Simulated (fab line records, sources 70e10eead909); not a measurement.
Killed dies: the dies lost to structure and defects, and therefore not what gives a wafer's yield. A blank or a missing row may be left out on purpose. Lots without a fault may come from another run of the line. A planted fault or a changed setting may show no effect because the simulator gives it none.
fab line records    flow nand-harc
record: lots: 5  wafers: 15  last-day: 33
route steps=1302 shown A_CHANNEL_HOLE_D1@454 A_CHANNEL_FILL_D1@490 END@1302
lots that met no fault: taken from a fault-free run of the same line
start-h: hours from the record's first day to the start of the lot's first wafer shown    wait-h: hours elapsed since this lot's preceding step    " same as the row above    L1.1+2: a row that stands for several wafers    - no value present, or no start provided    * or withheld: withheld    < > ~ a bound
route shown NAME@n: a module of which the file shows steps, and the number in the route of the first    usual: mean/standard deviation of fault-free wafers    same: alike in all rows    chamber/n: place in a boat    sites: per-site readings    _std_site: the values' standard deviation    _edge_site: the outer-site mean with the inner-site mean subtracted    radius-mm: how far each site lies from the wafer's centre    mask NAME#n: copy n    behind: the tool/chamber that last shaped the wafer    hold: why the lot was held/for how many hours/how that ended    device: the n, p or np transistor that did not switch    end of line: the tests these same wafers got at the end of their route    a step with no rows: only its recipe    killed: dies that structure and defects cost at the first sort, which is not the same as the wafer's yield    map: dies across one wafer; x = killed, . = not, _ = none there
set.NAME: the setting as run; set.NAME@STEP: as run at that earlier step    model.NAME: the simulator's own value behind a step, which no gauge read
lots seen at some steps along the route; tables by step, rows by wafer
services: when a tool's chamber went out of use (start-h, in hours from the record's first day, below 0 if earlier), for how many hours, and the reason
== steps ==
step: NHARC_A_CHANNEL_HOLE_D1_COAT_36
recipe: temp-c: 260  time-s: 75
step: NHARC_A_CHANNEL_HOLE_D1_COAT_37
recipe: temp-c: 225  time-s: 65
step: NHARC_A_CHANNEL_HOLE_D1_COAT_04
recipe: spin-rpm: 1500  resist-thk-nm: 90
step: NHARC_A_CHANNEL_HOLE_D1_SOFTBAKE_05
recipe: temp-c: 105  time-s: 55
step: NHARC_A_CHANNEL_HOLE_D1_EBR_06
step: NHARC_A_CHANNEL_HOLE_D1_EXPOSE_07
recipe: na: 1.35  target-cd-nm: 100  sigma-outer: 0.3  dose-mj: 59.65  mask-id: HOLE_D1
step: NHARC_A_CHANNEL_HOLE_D1_PEB_08
recipe: peb-temp-c: 100  peb-time-s: 65
step: NHARC_A_CHANNEL_HOLE_D1_DEVELOP_09
recipe: develop-time-s: 35  dev-temp-c: 23
step: NHARC_A_CHANNEL_HOLE_D1_CD_MEAS_10
recipe: target-cd-nm: 100  landing-energy-ev: 500
usual: cd-nm: 100.3/0.6
lot.wafer  tool       chamber  start-h  wait-h  cd-nm
L509.1     cd-sem-01  0        274.60   -       100.7
L509.4     "          0        "        "       99.9
L509.5     "          0        "        "       99.5
L513.1     cd-sem-01  0        326.89   -       100.4
L513.2     "          0        "        "       99.6
L513.5     "          0        "        "       100.6
L514.1     cd-sem-02  0        327.27   -       99.1
L514.2     "          0        "        "       98.9
L514.4     "          0        "        "       99.3
L516.1     cd-sem-03  0        361.28   -       101.6
L516.4     "          0        "        "       100.4
L516.5     "          0        "        "       101.1
L521.2     cd-sem-02  0        400.08   -       100.7
L521.4     "          0        "        "       100.8
L521.6     "          0        "        "       101.5
step: NHARC_A_CHANNEL_HOLE_D1_OVL_MEAS_11
usual: overlay-x-nm: 0.2/0.76  overlay-y-nm: 0.0/0.87
lot.wafer  tool        chamber  start-h  wait-h  overlay-x-nm  overlay-y-nm
L509.1     overlay-01  -        274.69   -       -0.2          0.1
L509.4     "           -        "        "       -0.1          -0.2
L509.5     "           -        "        "       -0.5          -0.1
L513.1     overlay-02  -        326.98   -       0.9           -0.1
L513.2     "           -        "        "       1.0           -0.3
L513.5     "           -        "        "       0.8           -0.3
L514.1     overlay-01  -        327.35   -       0.8           -1.0
L514.2     "           -        "        "       1.0           -1.0
L514.4     "           -        "        "       0.9           -1.1
L516.1     overlay-01  -        361.36   -       -0.3          0.3
L516.4     "           -        "        "       0.2           0.3
L516.5     "           -        "        "       0.1           0.7
L521.2     overlay-02  -        400.17   -       1.2           1.7
L521.4     "           -        "        "       1.8           1.2
L521.6     "           -        "        "       0.9           2.0
step: NHARC_A_CHANNEL_HOLE_D1_INSPECT_12
usual: raw-defect-count: 5.8/2.8
lot.wafer  tool               chamber  start-h  wait-h  raw-defect-count
L509.1     defect-inspect-02  -        274.73   0.0     2
L509.4     "                  -        "        "       8
L509.5     "                  -        "        "       8
L513.1     defect-inspect-01  -        327.01   0.0     6
L513.2     "                  -        "        "       2
L513.5     "                  -        "        "       4
L514.1     defect-inspect-02  -        327.39   0.0     10
L514.2     "                  -        "        "       6
L514.4     "                  -        "        "       10
L516.1     defect-inspect-02  -        361.40   0.0     3
L516.4     "                  -        "        "       3
L516.5     "                  -        "        "       7
L521.2     defect-inspect-02  -        400.21   0.0     4
L521.4     "                  -        "        "       9
L521.6     "                  -        "        "       8
step: NHARC_A_CHANNEL_HOLE_D1_DESCUM_15
recipe: time-s: 3  o2-flow-sccm: 200  ar-flow-sccm: 0  bias-power-w: 0  chemistry: O2
usual: drypump-motor-current-A: 5.6/0.36  oes-product-au: 1.005/0.012  rf-vpp-V: 57.6/0.92  showerhead-plenum-p-Torr: 1.89/0.079  throttle-valve-pct: 11.312/0.0097
same: bias-power-w: 0  time-s: 3
lot.wafer  tool         chamber  start-h  wait-h  drypump-motor-current-A  oes-product-au  rf-hours-counter-h  rf-vpp-V  showerhead-plenum-p-Torr  throttle-valve-pct
L509.1     rie-diel-07  3        274.80   0.1     5.8                      1.019           12                  56.9      1.79                      11.328
L509.4     "            2        "        "       5.8                      1.006           -                   56.8      1.85                      11.298
L509.5     "            0        "        "       5.1                      1.012           -                   57.2      2.01                      11.321
L513.2     rie-diel-02  1        327.09   0.1     6.1                      1.000           28                  58.1      2.05                      11.331
L513.1     "            3        "        "       5.7                      1.017           24                  57.6      1.85                      11.306
L513.5     "            1        "        "       6.1                      0.994           -                   57.5      2.05                      11.315
L514.1     rie-diel-02  1        327.45   0.1     6.1                      0.993           28                  57.7      2.05                      11.300
L514.2     "            2        "        "       5.6                      0.991           29                  57.7      1.80                      11.308
L514.4     "            0        "        "       5.6                      0.978           26                  56.8      1.84                      11.312
L516.4     rie-diel-02  2        361.46   0.1     5.6                      0.990           40                  57.7      1.80                      11.315
L516.1     "            0        "        "       5.6                      0.978           40                  58.1      1.83                      11.321
L516.5     "            3        "        "       5.7                      1.014           -                   57.9      1.85                      11.319
L521.4     rie-diel-07  2        400.27   0.1     5.8                      1.025           7                   58.6      1.84                      11.323
L521.2     "            1        "        "       5.3                      0.997           8                   56.5      1.90                      11.321
L521.6     "            3        "        "       5.8                      1.016           -                   57.8      1.79                      11.318
step: NHARC_A_CHANNEL_HOLE_D1_ETCH_38
recipe: target-depth-a: 390  over-etch-frac: 0.3  time-s: 65  ion-energy-ev: 80  cf4-flow-sccm: 150  ar-flow-sccm: 0  rf-w: 300  bias-w: 100  chemistry: CF4
usual: drypump-motor-current-A: 5.6/0.38  oes-product-au: 1.004/0.012  rf-vpp-V: 151.1/1.2  showerhead-plenum-p-Torr: 1.75/0.071  throttle-valve-pct: 13.285/0.0086
same: time-s: 65
lot.wafer  tool         chamber  start-h  wait-h  drypump-motor-current-A  oes-product-au  rf-hours-counter-h  rf-vpp-V  showerhead-plenum-p-Torr  throttle-valve-pct
L509.1     rie-diel-07  0        274.90   0.1     5.0                      1.007           12                  152.5     1.85                      13.274
L509.5     "            3        "        "       5.8                      1.018           -                   149.5     1.66                      13.271
L509.4     "            2        "        "       5.7                      1.001           -                   152.5     1.71                      13.281
L513.2     rie-diel-02  0        327.16   0.1     5.6                      0.986           26                  150.9     1.70                      13.292
L513.1     "            1        "        "       6.1                      0.986           28                  153.3     1.89                      13.288
L513.5     "            0        "        "       5.6                      0.986           -                   150.2     1.70                      13.288
L514.4     rie-diel-02  3        327.55   0.1     5.7                      1.013           24                  150.3     1.72                      13.266
L514.1     "            0        "        "       5.6                      0.984           27                  150.9     1.70                      13.274
L514.2     "            1        "        "       6.1                      0.991           28                  152.5     1.89                      13.283
L516.1     rie-diel-02  2        361.56   0.1     5.6                      0.990           40                  151.1     1.67                      13.287
L516.4     "            3        "        "       5.6                      1.020           36                  151.3     1.71                      13.298
L516.5     "            0        "        "       5.6                      0.994           -                   151.3     1.70                      13.270
L521.2     rie-diel-07  2        400.37   0.1     5.7                      1.023           7                   150.8     1.71                      13.284
L521.4     "            3        "        "       5.8                      1.014           7                   149.8     1.66                      13.285
L521.6     "            0        "        "       5.0                      1.017           -                   152.9     1.85                      13.280
step: NHARC_A_CHANNEL_HOLE_D1_ETCH_39
recipe: target-depth-a: 2600  over-etch-frac: 0.3  time-s: 325  ion-energy-ev: 200  n2-flow-sccm: 150  h2-flow-sccm: 150  ar-flow-sccm: 0  rf-w: 400  bias-w: 150  chemistry: N2/H2
usual: drypump-motor-current-A: 5.7/0.35  h2-flow-sccm: 150.0/0.48  n2-flow-sccm: 150.0/0.45  oes-product-au: 1.005/0.011  rf-vpp-V: 429.8/2.6  showerhead-plenum-p-Torr: 2.01/0.089  throttle-valve-pct: 14.172/0.0088
same: time-s: 325
lot.wafer  tool         chamber  start-h  wait-h  drypump-motor-current-A  h2-flow-sccm  n2-flow-sccm  oes-product-au  rf-hours-counter-h  rf-vpp-V  showerhead-plenum-p-Torr  throttle-valve-pct
L509.1     rie-diel-07  2        -        -       5.8                      150.8         149.5         0.999           12                  429.9     1.97                      14.181
L509.5     "            0        "        "       5.1                      150.2         149.8         1.013           -                   432.3     2.15                      14.185
L509.4     "            2        "        "       5.8                      150.0         149.5         1.017           -                   430.1     1.97                      14.171
L513.2     rie-diel-02  2        -        -       5.6                      149.4         150.2         0.992           29                  427.7     1.92                      14.169
L513.1     "            0        "        "       5.6                      149.5         150.4         0.980           26                  428.4     1.96                      14.173
L513.5     "            2        "        "       5.6                      149.7         150.5         0.996           -                   427.8     1.92                      14.174
L514.4     rie-diel-02  3        -        -       5.7                      150.2         150.0         1.008           24                  429.2     1.97                      14.175
L514.2     "            0        "        "       5.6                      150.0         149.6         0.980           27                  426.7     1.95                      14.165
L514.1     "            1        "        "       6.1                      149.8         150.0         0.989           28                  433.6     2.19                      14.169
L516.1     rie-diel-02  1        -        -       6.1                      149.3         149.7         1.009           40                  434.8     2.19                      14.167
L516.4     "            3        "        "       5.7                      149.6         150.4         1.018           36                  429.8     1.97                      14.180
L516.5     "            0        "        "       5.6                      150.5         150.4         1.002           -                   429.0     1.95                      14.174
L521.2     rie-diel-07  1        -        -       5.3                      150.3         149.3         1.012           8                   428.0     2.03                      14.164
L521.4     "            2        "        "       5.7                      149.9         149.5         1.021           7                   427.7     1.96                      14.177
L521.6     "            2        "        "       5.7                      150.3         149.4         1.027           -                   429.2     1.96                      14.175
step: NHARC_A_CHANNEL_HOLE_D1_ETCH_34
recipe: target-depth-a: 1540  time-s: 77  cf4-flow-sccm: 100  chf3-flow-sccm: 30  ar-flow-sccm: 0  rf-w: 500  bias-w: 200  chemistry: CF4/CHF3
step: NHARC_A_CHANNEL_HOLE_D1_ETCH_16
recipe: target-depth-a: 31000  over-etch-frac: 0.3  time-s: 806  ion-energy-ev: 150  o2-flow-sccm: 400  cos-flow-sccm: 20  ar-flow-sccm: 0  rf-w: 500  bias-w: 300  chemistry: O2/COS
usual: drypump-motor-current-A: 5.7/0.37  oes-product-au: 1.003/0.011  rf-vpp-V: 313.9/2  showerhead-plenum-p-Torr: 3.09/0.13  throttle-valve-pct: 28.329/0.0089
same: time-s: 806
lot.wafer  tool         chamber  start-h  wait-h  drypump-motor-current-A  oes-product-au  rf-hours-counter-h  rf-vpp-V  showerhead-plenum-p-Torr  throttle-valve-pct
L509.1     rie-diel-07  3        -        -       5.8                      1.016           12                  313.4     2.93                      28.314
L509.4     "            0        "        "       5.1                      1.010           -                   316.7     3.27                      28.328
L509.5     "            2        "        "       5.8                      1.004           -                   313.3     3.02                      28.329
L513.2     rie-diel-02  0        -        -       5.6                      0.986           27                  312.3     3.00                      28.325
L513.1     "            2        "        "       5.6                      0.994           29                  312.3     2.96                      28.323
L513.5     "            3        "        "       5.6                      1.013           -                   313.7     3.03                      28.311
L514.4     rie-diel-02  1        -        -       6.1                      0.990           28                  316.7     3.33                      28.319
L514.2     "            2        "        "       5.6                      0.985           29                  312.3     2.95                      28.326
L514.1     "            3        "        "       5.7                      1.003           25                  314.0     3.03                      28.317
L516.4     rie-diel-02  3        -        -       5.7                      1.000           36                  312.8     3.02                      28.324
L516.1     "            1        "        "       6.1                      0.986           40                  316.6     3.33                      28.333
L516.5     "            3        "        "       5.7                      1.002           -                   312.2     3.02                      28.327
L521.2     rie-diel-07  1        -        -       5.3                      1.004           8                   313.4     3.11                      28.341
L521.4     "            0        "        "       5.1                      1.012           8                   315.5     3.27                      28.337
L521.6     "            1        "        "       5.3                      0.998           -                   315.5     3.11                      28.336
step: NHARC_A_CHANNEL_HOLE_D1_CD_MEAS_18
usual: cd-nm: 99/3.1
lot.wafer  tool       chamber  start-h  wait-h  cd-nm
L509.1     cd-sem-03  -        276.11   -       99
L509.4     "          -        "        "       99
L509.5     "          -        "        "       98
L513.1     cd-sem-02  -        328.18   -       99
L513.2     "          -        "        "       95
L513.5     "          -        "        "       101
L514.1     cd-sem-02  -        328.88   -       99
L514.2     "          -        "        "       98
L514.4     "          -        "        "       96
L516.1     cd-sem-03  -        362.57   -       95
L516.4     "          -        "        "       103
L516.5     "          -        "        "       101
L521.2     cd-sem-01  -        401.38   -       102
L521.4     "          -        "        "       99
L521.6     "          -        "        "       102
step: NHARC_A_CHANNEL_HOLE_D1_ETCH_19
recipe: bias-v: 1200  source-w: 2500  pressure-mtorr: 15  time-s: 34.5  ar-flow-sccm: 375  c4f8-flow-sccm: 28.8  o2-flow-sccm: 96.2  temp-c: -20  target-depth-a: *  chemistry: C4F8/O2/Ar
usual: drypump-motor-current-A: 5.8/0.34  he-backside-leak-sccm: 6.1/0.85  showerhead-plenum-p-Torr: 3.71/0.082  throttle-valve-pct: 37.037/0.0089
same: time-s: 34.5
lot.wafer  tool         chamber  start-h  wait-h  drypump-motor-current-A  he-backside-leak-sccm  rf-hours-counter-h  showerhead-plenum-p-Torr  throttle-valve-pct
L509.1     har-etch-02  1        280.17   4.1     5.4                      4.6                    344                 3.60                      37.036
L509.4     "            0        "        "       6.4                      6.5                    -                   3.67                      37.046
L509.5     "            1        "        "       5.4                      4.6                    -                   3.60                      37.036
L513.1     har-etch-01  1        328.26   0.1     5.7                      6.1                    176                 3.73                      37.031
L513.2     "            0        "        "       5.8                      5.9                    176                 3.73                      37.027
L513.5     "            0        "        "       5.8                      6.0                    -                   3.73                      37.035
L514.1     har-etch-02  0        328.96   0.1     6.4                      6.9                    371                 3.65                      37.046
L514.2     "            1        "        "       5.4                      4.6                    371                 3.59                      37.031
L514.4     "            0        "        "       6.4                      7.0                    -                   3.65                      37.052
L516.1     har-etch-02  0        362.65   0.1     6.4                      6.9                    390                 3.64                      37.038
L516.4     "            0        "        "       6.4                      7.0                    -                   3.64                      37.025
L516.5     "            1        "        "       5.4                      4.6                    -                   3.58                      37.035
L521.2     har-etch-01  1        402.49   1.1     5.7                      6.7                    225                 3.70                      37.031
L521.4     "            1        "        "       5.7                      6.9                    -                   3.70                      37.035
L521.6     "            1        "        "       5.7                      6.6                    -                   3.70                      37.038
step: NHARC_A_CHANNEL_HOLE_D1_ETCH_20
recipe: bias-v: 3000  source-w: withheld  pressure-mtorr: 20  time-s: 361.9  ar-flow-sccm: 375  c4f8-flow-sccm: 89.3  o2-flow-sccm: 35.7  temp-c: -20  target-depth-a: 16000  chemistry: C4F8/O2/Ar
step: NHARC_A_CHANNEL_HOLE_D1_ETCH_21
recipe: bias-v: 3000  source-w: withheld  pressure-mtorr: 20  time-s: 514.3  ar-flow-sccm: 375  c4f8-flow-sccm: 89.3  o2-flow-sccm: 35.7  temp-c: -20  target-depth-a: 16000  chemistry: C4F8/O2/Ar
step: NHARC_A_CHANNEL_HOLE_D1_ETCH_22
recipe: bias-v: 3000  source-w: withheld  pressure-mtorr: 20  time-s: 666.7  ar-flow-sccm: 375  c4f8-flow-sccm: 89.3  o2-flow-sccm: 35.7  temp-c: -20  target-depth-a: 16000  chemistry: C4F8/O2/Ar
step: NHARC_A_CHANNEL_HOLE_D1_ETCH_23
recipe: bias-v: 5000  source-w: withheld  pressure-mtorr: 20  time-s: 819  ar-flow-sccm: 375  c4f8-flow-sccm: 89.3  o2-flow-sccm: 35.7  temp-c: -20  target-depth-a: 16000  chemistry: C4F8/O2/Ar
step: NHARC_A_CHANNEL_HOLE_D1_ETCH_24
recipe: bias-v: 5000  source-w: withheld  pressure-mtorr: 20  time-s: 906.2  ar-flow-sccm: 375  c4f8-flow-sccm: 93.8  o2-flow-sccm: 31.2  temp-c: -20  target-depth-a: 15000  chemistry: C4F8/O2/Ar
step: NHARC_A_CHANNEL_HOLE_D1_ETCH_25
recipe: bias-v: 5000  source-w: withheld  pressure-mtorr: 20  time-s: 1040.2  ar-flow-sccm: 375  c4f8-flow-sccm: 93.8  o2-flow-sccm: 31.2  temp-c: -20  target-depth-a: 15000  chemistry: C4F8/O2/Ar
step: NHARC_A_CHANNEL_HOLE_D1_ETCH_26
recipe: bias-v: 300  source-w: 2000  pressure-mtorr: 30  time-s: 224.1  ar-flow-sccm: 375  c4f8-flow-sccm: 11.4  o2-flow-sccm: 113.6  temp-c: -20  target-depth-a: 3000  chemistry: C4F8/O2/Ar
step: NHARC_A_CHANNEL_HOLE_D1_ETCH_33
recipe: bias-v: 400  source-w: 2000  pressure-mtorr: 25  time-s: 90  ar-flow-sccm: 375  c4f8-flow-sccm: 41.7  o2-flow-sccm: 83.3  temp-c: -20  target-depth-a: 4000  chemistry: C4F8/O2/Ar
usual: drypump-motor-current-A: 5.8/0.34  he-backside-leak-sccm: 6.2/1  showerhead-plenum-p-Torr: 3.71/0.081  throttle-valve-pct: 27.619/0.009
same: time-s: 90
lot.wafer  tool         chamber  start-h  wait-h  drypump-motor-current-A  he-backside-leak-sccm  rf-hours-counter-h  showerhead-plenum-p-Torr  throttle-valve-pct
L509.1     har-etch-02  1        284.15   0.2     5.4                      4.4                    348                 3.60                      27.619
L509.4     "            0        "        "       6.4                      6.6                    -                   3.66                      27.612
L509.5     "            1        "        "       5.4                      4.4                    -                   3.60                      27.623
L513.1     har-etch-01  1        332.23   0.2     5.7                      6.2                    180                 3.72                      27.626
L513.2     "            0        "        "       5.7                      5.8                    180                 3.72                      27.630
L513.5     "            0        "        "       5.8                      5.7                    -                   3.72                      27.612
L514.1     har-etch-02  0        332.94   0.2     6.4                      7.2                    374                 3.65                      27.631
L514.2     "            1        "        "       5.4                      4.8                    374                 3.58                      27.632
L514.4     "            0        "        "       6.4                      6.9                    -                   3.65                      27.605
L516.1     har-etch-02  0        366.65   0.2     6.4                      6.7                    393                 3.64                      27.611
L516.4     "            0        "        "       6.4                      6.8                    -                   3.64                      27.605
L516.5     "            1        "        "       5.4                      4.8                    -                   3.57                      27.624
L521.2     har-etch-01  1        406.47   0.2     5.6                      11.2                   229                 3.70                      27.614
L521.4     "            1        "        "       5.7                      6.6                    -                   3.70                      27.628
L521.6     "            1        "        "       5.6                      6.6                    -                   3.70                      27.594
step: NHARC_A_CHANNEL_HOLE_D1_STRIP_41
recipe: n2-flow-sccm: 150  h2-flow-sccm: 150  ar-flow-sccm: 0  bias-w: 0  chemistry: N2/H2
step: NHARC_A_CHANNEL_HOLE_D1_STRIP_42
recipe: cf4-flow-sccm: 100  chf3-flow-sccm: 30  ar-flow-sccm: 0  bias-w: 0  chemistry: CF4/CHF3
step: NHARC_A_CHANNEL_HOLE_D1_STRIP_43
recipe: o2-flow-sccm: 400  cos-flow-sccm: 20  ar-flow-sccm: 0  bias-w: 0  chemistry: O2/COS
step: NHARC_A_CHANNEL_HOLE_D1_ETCH_44
recipe: target-depth-a: 1400  overetch-a: 140  time-s: 77  ion-energy-ev: 100  cf4-flow-sccm: 80  o2-flow-sccm: 20  ar-flow-sccm: 0  rf-w: 300  bias-w: 100  chemistry: CF4/O2
step: NHARC_A_CHANNEL_HOLE_D1_STRIP_27
recipe: o2-flow-sccm: 500  ar-flow-sccm: 0  bias-w: 0  chemistry: O2
step: NHARC_A_CHANNEL_HOLE_D1_PRECLEAN_28
recipe: time-s: *  temp-c: 50  bath-age-min: 0  chemistry: SC1
step: NHARC_A_CHANNEL_HOLE_D1_SRD_29
step: NHARC_A_CHANNEL_HOLE_D1_CD_MEAS_30
usual: cd-nm: 89.5/1.8
lot.wafer  tool       chamber  start-h  wait-h  cd-nm
L509.1     cd-sem-03  -        285.67   -       89.8
L509.4     "          -        "        "       86.5
L509.5     "          -        "        "       88.8
L513.1     cd-sem-02  -        333.77   -       92.0
L513.2     "          -        "        "       87.1
L513.5     "          -        "        "       88.0
L514.1     cd-sem-01  -        334.47   -       88.3
L514.2     "          -        "        "       87.7
L514.4     "          -        "        "       89.2
L516.1     cd-sem-02  -        368.19   -       88.8
L516.4     "          -        "        "       88.3
L516.5     "          -        "        "       88.9
L521.2     cd-sem-02  -        408.02   -       89.3
L521.4     "          -        "        "       91.6
L521.6     "          -        "        "       91.4
step: NHARC_A_CHANNEL_HOLE_D1_XSEM_31
recipe: landing-energy-ev: 35000
step: NHARC_A_CHANNEL_HOLE_D1_INSPECT_40
usual: raw-defect-count: 72/29
lot.wafer  tool               chamber  start-h  wait-h  raw-defect-count
L509.1     defect-inspect-01  -        285.86   -       123
L509.4     "                  -        "        "       1074
L509.5     "                  -        "        "       107
L513.1     defect-inspect-02  -        333.96   -       51
L513.2     "                  -        "        "       47
L513.5     "                  -        "        "       47
L514.1     defect-inspect-02  -        334.66   -       82
L514.2     "                  -        "        "       67
L514.4     "                  -        "        "       94
L516.1     defect-inspect-02  -        368.37   -       97
L516.4     "                  -        "        "       124
L516.5     "                  -        "        "       84
L521.2     defect-inspect-01  -        408.20   -       87
L521.4     "                  -        "        "       83
L521.6     "                  -        "        "       65
step: NHARC_A_CHANNEL_FILL_D1_PRECLEAN_00
recipe: time-s: *  temp-c: 50  bath-age-min: 0  chemistry: SC1
step: NHARC_END_SORT_01
recipe: temp-c: 25
usual: killed-at-array: 55/22  killed-at-other: 0.9/1.2  killed-at-periphery: 3.6/2.3  killed-dies: 60/22  killed-open: 3.2/1.9  killed-short: 2.5/1.6
same: gross-dies: 677
lot.wafer  tool       chamber  start-h  wait-h  killed-at-array  killed-at-other  killed-at-periphery  killed-dies  killed-open  killed-short
L509.4     prober-02  0        658.06   3.4     149              1                10                   160          3            3
L514.1     prober-02  0        703.25   2.5     73               0                4                    77           0            2
L514.2     prober-02  0        704.06   2.8     71               1                11                   83           2            3
L514.4     prober-02  0        705.66   3.4     74               0                6                    80           2            1
L516.1     prober-02  0        734.05   2.5     52               3                3                    58           3            5
L516.4     prober-02  0        736.48   3.4     64               3                5                    72           4            5
L516.5     prober-02  0        737.28   3.7     55               4                2                    61           2            3
killed by level:class
L509.4 A_CHANNEL_HOLE_D1:unspecified=82 A_SLIT:chamber-film-flake=31 A_CHANNEL_HOLE_D2:chamber-film-flake=16 A_CHANNEL_HOLE_D1:chamber-film-flake=13 P_M0:chamber-film-flake=5 P_GATE:chamber-film-flake=3 P_CONTACT:geometric-particle:short=1 A_CHANNEL_FILL_D1:geometric-particle:open=1
L514.1 A_CHANNEL_HOLE_D1:chamber-film-flake=33 A_SLIT:chamber-film-flake=29 A_STAIRCASE:chamber-film-flake=5 P_CONTACT:chamber-film-flake=3 A_CONTACT:chamber-film-flake=3 P_CONTACT:geometric-particle:short=1 A_WL_FILL:geometric-particle:short=1 A_CHANNEL_FILL_D2:chamber-film-flake=1
L514.2 A_CHANNEL_HOLE_D1:chamber-film-flake=34 A_SLIT:chamber-film-flake=22 P_CONTACT:chamber-film-flake=8 A_STAIRCASE:chamber-film-flake=5 A_CHANNEL_FILL_D2:chamber-film-flake=2 A_DECK1_JOINT:chamber-film-flake=2 A_CONTACT:chamber-film-flake=2 P_GATE:geometric-particle:open=1
L514.4 A_SLIT:chamber-film-flake=34 A_CHANNEL_HOLE_D1:chamber-film-flake=30 P_BONDPAD:chamber-film-flake=3 A_CONTACT:chamber-film-flake=3 P_CONTACT:chamber-film-flake=2 A_STAIRCASE:chamber-film-flake=2 P_CONTACT:geometric-particle:short=1 A_ONON_D1:geometric-particle:open=1
L516.1 A_CHANNEL_HOLE_D1:chamber-film-flake=33 A_SLIT:chamber-film-flake=4 A_STAIRCASE:chamber-film-flake=3 A_CHANNEL_FILL_D2:geometric-particle:open=2 A_DECK1_JOINT:chamber-film-flake=2 THIN_TSV:chamber-film-flake=2 P_GATE:geometric-particle:open=1 A_ONON_D1:geometric-particle:short=1
L516.4 A_CHANNEL_HOLE_D1:chamber-film-flake=37 A_STAIRCASE:chamber-film-flake=7 A_SLIT:chamber-film-flake=6 A_ZERO_WELL:chamber-film-flake=3 A_CONTACT:chamber-film-flake=3 THIN_TSV:chamber-film-flake=3 A_WL_FILL:geometric-particle:short=2 P_ZERO_WELL:chamber-film-flake=2
L516.5 A_CHANNEL_HOLE_D1:chamber-film-flake=35 A_SLIT:chamber-film-flake=5 A_CONTACT:chamber-film-flake=4 A_ZERO_WELL:chamber-film-flake=3 THIN_TSV:chamber-film-flake=3 P_CONTACT:geometric-particle:open=1 P_M1:geometric-particle:short=1 A_CHANNEL_FILL_D1:geometric-particle:short=1
map L509.4 (x killed, . not)
____________x____________
_________xxxxxxx_________
_______..xxxxxxxx._______
______..xxxxxxxxx..______
_____...xxxxxxxx...._____
____....xxxxxxxxxxx..____
____....xxxxxxxxxxxxx____
___.....xxxxxxxxxxxxx.___
___......xxxxxxxxxxxx.___
__.......xxxxxxxxxxx...__
__.........xxxxxxxxxxxx__
_..........xxxxxxxxxxxx._
_.........xxx.x.xxxxxxx._
_.........x....xxxxxxx.._
_..............x.xxxx..._
_............x.....xx..._
.........................
.............x..x....x...
...........x......x....x.
.............x...........
.........................
_......................._
_......................._
_......................._
_...............x......._
_........x.............._
__.....................__
__...............x.....__
___...................___
___.......x.......x...___
____.................____
____......x..........____
_____..............._____
______......x......______
_______......x...._______
_________.x....._________
____________.____________
map L521.2 (x killed, . not)
____________.____________
_________......._________
_______......x...._______
______.............______
_____..............._____
____.....xx..........____
____.......xx........____
___.x............x....___
___.......xx.......x..___
__x............x.x....x__
__.......x......x.xx...__
_............xx.xxxxxx.._
_........x........xxx.x._
_..........x....xxxxx..._
_........x.....x..xxx..._
_.................x....._
....x...........x.xx.....
..........x...x..........
...................x.....
............x...x.....x..
......x..................
_......................._
_.x.....x...x..x........_
_................x......_
_.....x................._
_......................._
__.....x.......x.x.....__
__.............x...x...__
___.xx................___
___.............x.....___
____.x..x............____
____.xx..............____
_____xx.xx.....x...._____
______xx...........______
_______xx........._______
_________......._________
____________.____________
== services ==
tool         chamber  start-h  hours  kind
rie-diel-07  1        265.50   10.0   repair
rie-diel-02  0        274.86   -      clean
rie-diel-02  1        274.86   -      clean
rie-diel-02  2        274.86   -      clean
rie-diel-02  3        274.86   -      clean
rie-diel-07  -        294.41   9.0    pm
rie-diel-02  0        299.36   -      clean
rie-diel-02  1        299.36   -      clean
rie-diel-02  2        299.36   -      clean
rie-diel-02  3        299.36   -      clean
rie-diel-02  0        323.86   -      clean
rie-diel-02  1        323.86   -      clean
rie-diel-02  2        323.86   -      clean
rie-diel-02  3        323.86   -      clean
rie-diel-02  0        348.50   -      clean
rie-diel-02  1        348.50   -      clean
rie-diel-02  2        348.50   -      clean
rie-diel-02  3        348.50   -      clean
rie-diel-02  1        355.00   3.3    repair
rie-diel-02  0        373.00   -      clean
rie-diel-02  1        373.00   -      clean
rie-diel-02  2        373.00   -      clean
har-etch-02  -        380.57   17.0   pm
rie-diel-02  -        393.83   9.0    pm
== key ==
first-sign: step: NHARC_A_CHANNEL_HOLE_D1_INSPECT_40  reading: raw-defect-count  direction: up  sigmas: 35  usual: 72  struck: 1074
effect: step: NHARC_END_SORT_01  reading: killed-dies  direction: up  sigmas: 4.6  usual: 60  struck: 160
more-kills-born-at: NHARC_A_CHANNEL_HOLE_D1_ETCH_38@rie-diel-07: 82
met-at NHARC_A_CHANNEL_HOLE_D1_ETCH_38
struck-wafers L509.4
tester-left-out L509
fault: kind: chamber-particle-source  tool: rie-diel-07  chamber: 2  onset-h: 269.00  steps: NHARC_A_CHANNEL_HOLE_D1_ETCH_38  rate-per-visit-cm2: 1.408  end-h: 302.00
tester-left-out: of these lots the tester's yield and bins aren't shown, on N5 and GAA mostly nor the transistor test; their killed dies are dies lost to structure and defects alone, not to doping, threshold or leakage, so they don't give the yield
